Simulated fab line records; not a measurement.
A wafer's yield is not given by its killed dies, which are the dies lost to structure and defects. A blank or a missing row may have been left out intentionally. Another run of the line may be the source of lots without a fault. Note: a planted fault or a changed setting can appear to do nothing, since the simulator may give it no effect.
fab line records    flow n5Finfet
record lots=11  wafers=30  lastDay=19
route steps=1938 shown BEOL_M14@1727
lots with no fault: from the same line, run without faults
startH: hours from the record's opening day to when the first of the lot's shown wafers began    waitH: hours since the lot's step before    " unchanged from the row above    L1.1+2: several wafers, shown together as one row    - no value, or no start was given    * or withheld: withheld    < > ~ a bound
route shown NAME@n: NAME is a module with steps in the file, n the number in the route of the first one    usual: the fault-free wafers' mean and standard deviation    same: alike in all rows    chamber/n: place in a boat    sites: per-site readings    _std_site: the standard deviation of these    _edge_site: outer sites' mean less inner sites'    radiusMm: for every site, how far away it sits from the centre of the wafer    mask NAME#n: copy n    behind: the tool/chamber that last shaped the wafer    hold: why the lot went on hold/how many hours it stayed there/how the hold came to an end    device: the transistor (n, p or np) that didn't switch    end of line: the same wafers' tests at the end of the route    for a step that has no rows: nothing shown but its recipe    killed: count of dies lost to structure and defects at first sort (not the wafer's yield)    map: a wafer's dies, x killed, . not, _ none there
set.NAME: setting as actually run; set.NAME@STEP: the setting as run at that earlier step    model.NAME: the simulator's own value behind a step, which no gauge read
a sample of lots followed through the steps of the route, with each step as a table and each wafer as a row
services: the hour from which a tool's chamber was out of use, counted from the record's first day as startH (under 0 if before that day), plus the number of hours and why
## steps
# step N5_BEOL_M14_OVL_MEAS_11
# recipe pointsPerWafer=44
# usual V13_OVL=-5/5.5
lot.wafer  tool        chamber  startH  waitH  V13_OVL[nm]
L515.1     overlay-01  0        244.75  0.0    -9
L515.2     "           0        "       "      -10
L515.5     "           0        "       "      -10
L521.2     overlay-02  0        275.98  0.0    -1
L521.5     "           0        "       "      -6
L521.6     "           0        "       "      -1
L522.1     overlay-01  0        281.61  0.0    -5
L522.2     "           0        "       "      -4
L522.5     "           0        "       "      -4
L524.4     overlay-01  0        296.79  0.0    -11
L524.5     "           0        "       "      -15
L527.4     overlay-02  0        326.31  0.0    -4
L527.5     "           0        "       "      -11
L531.2     overlay-01  0        342.68  0.0    -3
L531.4     "           0        "       "      1
L530.1     overlay-01  0        362.31  0.0    -1
L530.2     "           0        "       "      2
L530.5     "           0        "       "      -1
L534.1     overlay-01  0        402.67  0.0    -4
L534.4     "           0        "       "      -10
L534.5     "           0        "       "      -3
L536.2     overlay-01  0        408.83  0.0    -1
L536.5     "           0        "       "      1
L536.6     "           0        "       "      -4
L537.1     overlay-01  0        434.29  0.0    -2
L537.3     "           0        "       "      4
L537.6     "           0        "       "      0
L535.2     overlay-02  0        438.43  0.0    -6
L535.3     "           0        "       "      -4
L535.6     "           0        "       "      -15
# step N5_BEOL_M14_INSPECT_30
# recipe mode=adi  inspectInstrument=macro
# usual rawDefectCount=2.2/1.3
lot.wafer  tool              chamber  startH  waitH  rawDefectCount
L515.1     defectInspect-02  -        245.63  0.0    1
L515.2     "                 -        "       "      2
L515.5     "                 -        "       "      4
L521.2     defectInspect-01  -        276.98  0.0    1
L521.5     "                 -        "       "      0
L521.6     "                 -        "       "      2
L522.1     defectInspect-02  -        282.85  0.0    1
L522.2     "                 -        "       "      0
L522.5     "                 -        "       "      2
L524.4     defectInspect-01  -        297.81  0.0    2
L524.5     "                 -        "       "      4
L527.4     defectInspect-02  -        327.33  0.0    2
L527.5     "                 -        "       "      3
L531.2     defectInspect-01  -        343.55  0.0    2
L531.4     "                 -        "       "      4
L530.1     defectInspect-02  -        363.19  0.0    4
L530.2     "                 -        "       "      2
L530.5     "                 -        "       "      2
L534.1     defectInspect-01  -        403.67  0.0    3
L534.4     "                 -        "       "      1
L534.5     "                 -        "       "      2
L536.2     defectInspect-01  -        409.83  0.0    3
L536.5     "                 -        "       "      3
L536.6     "                 -        "       "      2
L537.1     defectInspect-01  -        435.44  0.0    2
L537.3     "                 -        "       "      5
L537.6     "                 -        "       "      1
L535.2     defectInspect-02  -        439.43  0.0    0
L535.3     "                 -        "       "      1
L535.6     "                 -        "       "      2
# step N5_BEOL_M14_DESCUM_33
# recipe chemistry=O2  timeS=7.9  sourcePowerW=50  biasPowerW=20  pressureMtorr=20  rfFrequencyHz=2.712e+07  tempC=40  o2FlowSccm=225
# usual chamberPressureMTorr=19.999/0.018  drypumpMotorCurrentA=5.7/0.43  oesProductAu=0.82/0.097  rfVppV=243.4/1.6  showerheadPlenumPTorr=2.11/0.086  throttleValvePct=20.4/0.31
lot.wafer  tool        chamber  startH  waitH  chamberPressureMTorr  drypumpMotorCurrentA  oesProductAu  rfHoursCounterH  rfVppV  showerheadPlenumPTorr  throttleValvePct
L515.1     rieDiel-03  3        245.89  0.3    20.016                5.1                   0.70          214              240.6   1.98                   20.8
L515.2     "           0        "       "      20.003                6.2                   0.68          231              243.3   2.16                   20.7
L515.5     "           3        "       "      20.018                5.1                   0.70          -                242.2   1.98                   20.8
L521.2     rieDiel-01  0        277.01  0.0    20.004                5.2                   0.76          134              244.9   2.18                   20.5
L521.5     "           3        "       "      20.024                5.7                   0.86          -                244.9   2.22                   20.7
L521.6     "           2        "       "      20.012                5.5                   0.84          -                243.2   2.12                   20.3
L522.1     rieDiel-03  3        282.89  0.0    19.981                5.1                   0.68          230              239.9   1.98                   20.8
L522.2     "           1        "       "      20.007                6.1                   0.89          27               241.4   2.04                   19.8
L522.5     "           1        "       "      20.017                6.1                   0.89          -                241.9   2.04                   19.8
L524.4     rieDiel-03  1        297.87  0.1    19.959                6.1                   0.89          30               242.2   2.04                   19.8
L524.5     "           2        "       "      19.992                5.2                   0.90          -                243.9   2.06                   20.5
L527.4     rieDiel-03  3        327.38  0.0    20.017                5.1                   0.68          -                243.2   1.97                   20.8
L527.5     "           2        "       "      19.969                5.2                   0.89          -                243.2   2.06                   20.5
L531.2     rieDiel-05  3        343.59  0.0    19.985                6.1                   0.98          6                244.5   2.25                   20.2
L531.4     "           0        "       "      19.998                6.1                   0.86          44               244.2   2.22                   20.1
L530.1     rieDiel-05  2        363.40  0.2    20.017                6.1                   0.69          245              244.9   2.15                   20.8
L530.2     "           0        "       "      19.981                6.1                   0.85          50               245.4   2.22                   20.1
L530.5     "           0        "       "      19.988                6.1                   0.86          -                246.6   2.22                   20.1
L534.1     rieDiel-01  2        403.70  0.0    19.982                5.5                   0.79          112              243.4   2.11                   20.4
L534.4     "           1        "       "      20.000                6.1                   0.79          111              244.5   2.10                   20.2
L534.5     "           3        "       "      20.005                5.7                   0.81          -                244.7   2.21                   20.8
L536.2     rieDiel-05  1        410.06  0.2    20.019                5.5                   0.85          45               241.2   2.03                   20.2
L536.5     "           1        "       "      20.009                5.5                   0.85          -                243.7   2.03                   20.2
L536.6     "           0        "       "      20.008                6.1                   0.83          -                245.8   2.22                   20.1
L537.1     rieDiel-03  3        435.87  0.4    20.001                5.1                   0.89          29               246.6   2.22                   20.4
L537.3     "           2        "       "      20.016                5.2                   0.84          70               241.3   2.05                   20.6
L537.6     "           0        "       "      20.010                6.2                   0.88          -                244.1   2.14                   20.4
L535.2     rieDiel-01  3        439.46  0.0    20.004                5.7                   0.81          94               244.7   2.20                   20.8
L535.3     "           2        "       "      19.982                5.5                   0.78          125              242.6   2.10                   20.4
L535.6     "           0        "       "      19.984                5.1                   0.72          -                244.1   2.17                   20.5
# step N5_BEOL_M14_ETCH_67
# recipe chemistry=CF4  target=SiARC  targetDepthA=1430  timeS=238.3  ionEnergyEv=80  pressureMtorr=40  sourceW=545  biasW=36  Ar_flow_sccm=100  cf4FlowSccm=100  ends=cleared
# usual chamberPressureMTorr=40.00/0.04  drypumpMotorCurrentA=5.7/0.43  etchRfOnTimeS=240/5.6  oesProductAu=0.70/0.084  rfVppV=184.1/1.2  showerheadPlenumPTorr=2.16/0.083  throttleValvePct=15.6/0.31
lot.wafer  tool        chamber  startH  waitH  chamberPressureMTorr  drypumpMotorCurrentA  etchRfOnTimeS  oesProductAu  rfHoursCounterH  rfVppV  showerheadPlenumPTorr  throttleValvePct
L515.1     rieDiel-03  3        245.92  0.0    40.04                 5.2                   247            0.59          214              183.6   2.04                   16.0
L515.2     "           0        "       "      39.96                 6.2                   243            0.58          231              184.8   2.21                   15.9
L515.5     "           3        "       "      39.99                 5.2                   246            0.60          -                182.3   2.04                   16.0
L521.2     rieDiel-01  0        277.05  0.0    40.01                 5.1                   247            0.64          134              183.9   2.23                   15.6
L521.5     "           3        "       "      39.99                 5.7                   240            0.74          -                186.0   2.28                   15.9
L521.6     "           2        "       "      39.95                 5.6                   243            0.71          -                184.9   2.16                   15.4
L522.1     rieDiel-03  3        282.92  0.0    39.96                 5.1                   251            0.58          230              184.3   2.03                   16.0
L522.2     "           1        "       "      39.92                 6.1                   243            0.78          27               182.8   2.10                   15.1
L522.5     "           1        "       "      39.97                 6.1                   240            0.78          -                183.0   2.10                   15.1
L524.4     rieDiel-03  1        297.90  0.0    40.02                 6.1                   149            1.04          30               184.3   2.10                   15.1
L524.5     "           2        "       "      40.04                 5.2                   241            0.76          -                183.7   2.10                   15.5
L527.4     rieDiel-03  3        327.47  0.1    39.99                 5.1                   152            0.77          -                184.1   2.03                   16.0
L527.5     "           2        "       "      39.98                 5.2                   238            0.75          -                184.1   2.10                   15.5
L531.2     rieDiel-05  3        343.62  0.0    39.98                 6.1                   231            0.84          6                183.9   2.27                   15.3
L531.4     "           0        "       "      39.98                 6.1                   231            0.74          44               186.0   2.26                   15.2
L530.1     rieDiel-05  2        363.44  0.0    40.02                 6.1                   245            0.58          245              182.7   2.19                   15.9
L530.2     "           0        "       "      40.04                 6.1                   232            0.73          50               184.9   2.26                   15.2
L530.5     "           0        "       "      40.00                 6.1                   231            0.73          -                184.8   2.26                   15.2
L534.1     rieDiel-01  2        403.74  0.0    40.03                 5.6                   243            0.68          112              185.6   2.15                   15.5
L534.4     "           1        "       "      39.96                 6.1                   236            0.68          111              183.8   2.15                   15.4
L534.5     "           3        "       "      39.97                 5.7                   242            0.69          -                186.3   2.27                   16.0
L536.2     rieDiel-05  1        410.10  0.0    39.98                 5.5                   240            0.72          45               184.0   2.09                   15.5
L536.5     "           1        "       "      39.97                 5.5                   237            0.73          -                184.5   2.09                   15.5
L536.6     "           0        "       "      40.02                 6.1                   231            0.72          -                183.7   2.26                   15.3
L537.1     rieDiel-03  3        435.90  0.0    40.03                 5.1                   240            0.76          30               185.1   2.27                   15.6
L537.3     "           2        "       "      40.04                 5.2                   237            0.71          70               183.8   2.09                   15.6
L537.6     "           0        "       "      40.06                 6.2                   238            0.75          -                185.9   2.19                   15.5
L535.2     rieDiel-01  3        439.50  0.0    40.10                 5.7                   244            0.68          94               184.7   2.26                   16.0
L535.3     "           2        "       "      40.03                 5.5                   240            0.67          125              184.1   2.14                   15.5
L535.6     "           0        "       "      39.97                 5.2                   248            0.60          -                184.9   2.21                   15.8
## services
tool        chamber  startH  hours  kind
rieDiel-05  1        237.91  6.5    repair
rieDiel-05  1        244.59  -      clean
rieDiel-05  1        244.59  -      consumableReplace:focusRing
rieDiel-05  1        244.59  22.0   scheduledDown
rieDiel-05  1        244.59  22.0   ventCycle
rieDiel-03  0        258.93  7.9    repair
rieDiel-03  1        266.71  8.6    repair
rieDiel-03  1        289.50  8.2    repair
rieDiel-05  3        299.94  -      clean
rieDiel-05  3        299.94  -      consumableReplace:focusRing
rieDiel-05  3        299.94  -      consumableReplace:showerhead
rieDiel-03  0        302.02  -      clean
rieDiel-03  0        302.02  -      consumableReplace:focusRing
rieDiel-03  0        302.02  32.1   scheduledDown
rieDiel-03  0        302.02  32.1   ventCycle
rieDiel-05  1        308.63  4.9    repair
rieDiel-03  2        309.62  9.7    repair
rieDiel-05  1        329.31  1.2    repair
rieDiel-03  3        337.18  -      clean
rieDiel-03  3        337.18  -      consumableReplace:focusRing
rieDiel-03  3        337.18  -      consumableReplace:showerhead
rieDiel-03  0        412.68  1.7    repair
rieDiel-03  -        415.85  0.5    repair
rieDiel-03  0        418.15  8.2    repair
## key
firstSign step=N5_BEOL_M14_ETCH_67  reading=etchRfOnTimeS  direction=down  sigmas=16  usual=*  struck=*
effect none on later readings
metAt N5_BEOL_M14_ETCH_67
struckLots L524,L527
struckWafers L524.4,L527.4
notActingAt N5_BEOL_M14_OVL_MEAS_11,N5_BEOL_M14_INSPECT_30,N5_BEOL_M14_DESCUM_33
onsetBetween 282.92 297.90
fault kind=processParameterDrift  tool=rieDiel-03  chamber=-  onsetH=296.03  steps=N5_BEOL_M14_ETCH_67  channel=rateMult  offset=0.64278  shape=step  endH=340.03  scope=struckWafersOnly
